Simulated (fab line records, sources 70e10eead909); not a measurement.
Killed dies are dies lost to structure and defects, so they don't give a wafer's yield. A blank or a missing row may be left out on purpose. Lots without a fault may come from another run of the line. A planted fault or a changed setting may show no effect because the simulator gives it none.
Which tool did it? | flow nand_harc | 13 lots, 39 wafers sampled, at 6 steps of a route of 1159

WHAT THE GAUGES READ, wafer by wafer
NHARC_A_ZERO_WELL_INSPECT_17. Usual: raw_defect_count 11, standard deviation 5.6.
lot  | measured     | on                | raw_defect_count | flag
L896 | day 7 01:03  | defect_inspect-01 | 6 2 6            |
L897 | day 7 05:04  | defect_inspect-02 | 23 15 9          |
L899 | day 7 15:19  | defect_inspect-01 | 15 9 19          |
L901 | day 8 04:13  | defect_inspect-02 | 23 17 26         |
L902 | day 8 06:32  | defect_inspect-02 | 8 10 12          |
L906 | day 9 22:52  | defect_inspect-01 | 11 7 12          |
L908 | day 10 05:05 | defect_inspect-02 | 9 6 12           |
L907 | day 10 06:23 | defect_inspect-01 | 18 14 10         |
L911 | day 10 22:21 | defect_inspect-02 | 15 18 18         |
L912 | day 11 00:22 | defect_inspect-01 | 10 13 12         |
L916 | day 11 12:34 | defect_inspect-02 | 4 2 6            |
L915 | day 11 13:23 | defect_inspect-01 | 11 14 9          |
L917 | day 12 00:46 | defect_inspect-01 | 15 13 12         |

NHARC_A_SOURCE_PLATE_INSPECT_08. Usual: raw_defect_count 65, standard deviation 23.
lot  | measured     | on                | raw_defect_count | flag
L896 | day 7 21:28  | defect_inspect-01 | 91 47 51         |
L897 | day 8 01:23  | defect_inspect-01 | 72 47 87         |
L899 | day 8 14:23  | defect_inspect-01 | 49 72 147        |
L901 | day 9 00:27  | defect_inspect-02 | 70 64 35         |
L902 | day 9 00:27  | defect_inspect-01 | 89 58 91         |
L906 | day 10 20:10 | defect_inspect-02 | 98 64 94         |
L908 | day 11 02:01 | defect_inspect-01 | 40 77 71         |
L907 | day 11 02:01 | defect_inspect-02 | 128 65 58        |
L911 | day 11 18:25 | defect_inspect-01 | 75 65 72         |
L912 | day 11 18:24 | defect_inspect-02 | 41 101 93        |
L916 | day 12 10:15 | defect_inspect-02 | 36 51 49         |
L915 | day 12 10:15 | defect_inspect-01 | 47 85 46         |
L917 | day 12 21:26 | defect_inspect-02 | 77 57 122        |

NHARC_A_ONON_D1_THK_MEAS_08: measures by ellipsometry. Usual: thk_nm 1002 nm, standard deviation 8.3.
lot  | measured     | on            | thk_nm (nm)    | flag
L896 | day 7 23:11  | film_metro-01 | 1008 1008 1007 |
L897 | day 8 03:05  | film_metro-02 | 1012 1011 1012 |
L899 | day 8 16:07  | film_metro-02 | 996 997 996    |
L901 | day 9 02:11  | film_metro-02 | 998 998 999    |
L902 | day 9 02:10  | film_metro-01 | 1000 1001 1000 |
L906 | day 10 21:53 | film_metro-02 | 1000 1000 1001 |
L908 | day 11 03:52 | film_metro-02 | 1003 1004 1002 |
L907 | day 11 03:43 | film_metro-02 | 1010 1010 1009 |
L911 | day 11 20:28 | film_metro-02 | 496 495 496    | OFF
L912 | day 11 20:07 | film_metro-02 | 520 518 518    | OFF
L916 | day 12 11:59 | film_metro-01 | 512 508 508    | OFF
L915 | day 12 11:59 | film_metro-02 | 1000 1001 1001 |
L917 | day 12 23:17 | film_metro-01 | 985 984 985    |

NHARC_END_SORT_01. Usual: killed_at_array 30, standard deviation 10; killed_at_other 0.5, standard deviation 0.82; killed_at_periphery 2.9, standard deviation 2; killed_dies 34, standard deviation 11; killed_open 3.2, standard deviation 1.8; killed_short 2.0, standard deviation 1.4.
lot  | measured     | on        | killed_at_array | killed_at_other | killed_at_periphery | killed_dies | killed_open | killed_short | flag
L911 | day 24 08:30 | prober-02 | 674 672 673     | 1 3 1           | 2 2 3               | 677 677 677 | 2 3 5       | 1 4 7        | OFF
L912 | day 24 15:31 | prober-02 | 671 673 674     | 0 0 1           | 6 4 2               | 677 677 677 | 5 2 6       | 3 2 2        | OFF
L916 | day 24 23:18 | prober-02 | 675 676 674     | 0 0 0           | 2 1 3               | 677 677 677 | 1 1 5       | 0 2 2        | OFF

WHICH TOOL RAN EACH LOT (tool, then ch and the chambers of the sampled wafers, then the start)
lot  | NHARC_A_ZERO_WELL_ETCH_13        | NHARC_A_ONON_D1_DEP_06
L896 | rie_si-05 ch 0,2,3, day 6 23:58  | pecvd_onon-04 ch 0, day 7 22:44
L897 | rie_si-05 ch 0,1,3, day 7 03:56  | pecvd_onon-01 ch 0, day 8 02:38
L899 | rie_si-05 ch 1,2,3, day 7 14:13  | pecvd_onon-04 ch 0, day 8 15:40
L901 | rie_si-05 ch 0,1,3, day 8 03:07  | pecvd_onon-01 ch 0, day 9 01:43
L902 | rie_si-02 ch 1,2,3, day 8 05:27  | pecvd_onon-04 ch 0, day 9 01:39
L906 | rie_si-05 ch 0,1,3, day 9 21:45  | pecvd_onon-03 ch 0, day 10 21:22
L908 | rie_si-05 ch 0,1,2, day 10 03:59 | pecvd_onon-01 ch 0, day 11 03:24
L907 | rie_si-02 ch 1,2, day 10 05:17   | pecvd_onon-03 ch 0, day 11 03:12
L911 | rie_si-01 ch 1,2, day 10 21:12   | pecvd_onon-01 ch 0, day 11 20:01
L912 | rie_si-02 ch 1,3, day 10 23:17   | pecvd_onon-01 ch 0, day 11 19:36
L916 | rie_si-02 ch 1,2,3, day 11 11:27 | pecvd_onon-01 ch 0, day 12 11:29
L915 | rie_si-01 ch 0,1,2, day 11 12:16 | pecvd_onon-03 ch 0, day 12 11:29
L917 | rie_si-05 ch 0,1,2, day 11 23:41 | pecvd_onon-03 ch 0, day 12 22:50
- NHARC_A_ZERO_WELL_ETCH_13: etches the open film in HBr/Cl2, target depth 120 nm, time 40.1 s.
- NHARC_A_ONON_D1_DEP_06: target thk 1000 nm.

WHAT THE TOOLS THEMSELVES READ (means of the sampled wafers that have a number; where no wafer has one, the mark that the record gives instead)
NHARC_A_ZERO_WELL_ETCH_13. Usual: chamber_pressure_mTorr 15.000 mTorr, standard deviation 0.013; drypump_motor_current_A 5.8 A, standard deviation 0.36; oes_product_au 0.999 a.u., standard deviation 0.015; throttle_valve_pct 26.406 %, standard deviation 0.0099.
lot  | tool      | chamber_pressure_mTorr (mTorr) | drypump_motor_current_A (A) | oes_product_au (a.u.) | throttle_valve_pct (%) | flag
L896 | rie_si-05 | 15.005                         | 6.0                         | 1.002                 | 26.415                 |
L897 | rie_si-05 | 14.999                         | 5.8                         | 0.998                 | 26.405                 |
L899 | rie_si-05 | 15.010                         | 6.0                         | 1.022                 | 26.403                 |
L901 | rie_si-05 | 15.012                         | 5.8                         | 1.009                 | 26.400                 |
L902 | rie_si-02 | 15.010                         | 5.6                         | 1.008                 | 26.407                 |
L906 | rie_si-05 | 15.004                         | 5.8                         | 1.009                 | 26.411                 |
L908 | rie_si-05 | 14.998                         | 5.8                         | 0.993                 | 26.389                 |
L907 | rie_si-02 | 15.011                         | 5.6                         | 0.994                 | 26.413                 |
L911 | rie_si-01 | 15.002                         | 5.8                         | 1.003                 | 26.401                 |
L912 | rie_si-02 | 14.984                         | 5.9                         | 0.974                 | 26.408                 |
L916 | rie_si-02 | 15.008                         | 5.6                         | 0.979                 | 26.407                 |
L915 | rie_si-01 | 14.991                         | 5.6                         | 0.997                 | 26.404                 |
L917 | rie_si-05 | 14.988                         | 5.8                         | 0.983                 | 26.405                 |

THE ANSWER, worked out from the rows above alone
Rule: a lot is off if the mean of its wafers that have a number lies more than 3 standard deviations from the usual mean. A lot without any number at a reading at which 4 lots or more have one is off too. The other lots that the step has rows for count as sound. The gauges are gone through in route order, then the tools' own readings, and for those a lot's mean is taken as printed above. The first step at which some lot is off is used, and at that step the reading that is off furthest; a lot without a number counts as furthest.
Off: L911, L912, L916, at NHARC_A_ONON_D1_THK_MEAS_08 (thk_nm).
A tool fits if, at a process step before that reading, it ran every lot that is off, and no sound lot after the first of them. The gauges at NHARC_A_ONON_D1_THK_MEAS_08 aren't tried: what is off there is off at NHARC_END_SORT_01 too, on other tools, and a gauge's error can't cause that. One fits: pecvd_onon-01 at NHARC_A_ONON_D1_DEP_06. Its last sound lot is L908 (day 11 03:24), its first lot that is off L912 (day 11 19:36): a fault that began between those two fits.

WHAT THE SIMULATOR HAD PUT IN
Process parameter drift: pecvd_onon-01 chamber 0, from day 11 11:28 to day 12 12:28, at NHARC_A_ONON_D1_DEP_06. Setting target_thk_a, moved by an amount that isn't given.
Lots struck among those shown: L911, L912, L916. The rule above found the same.
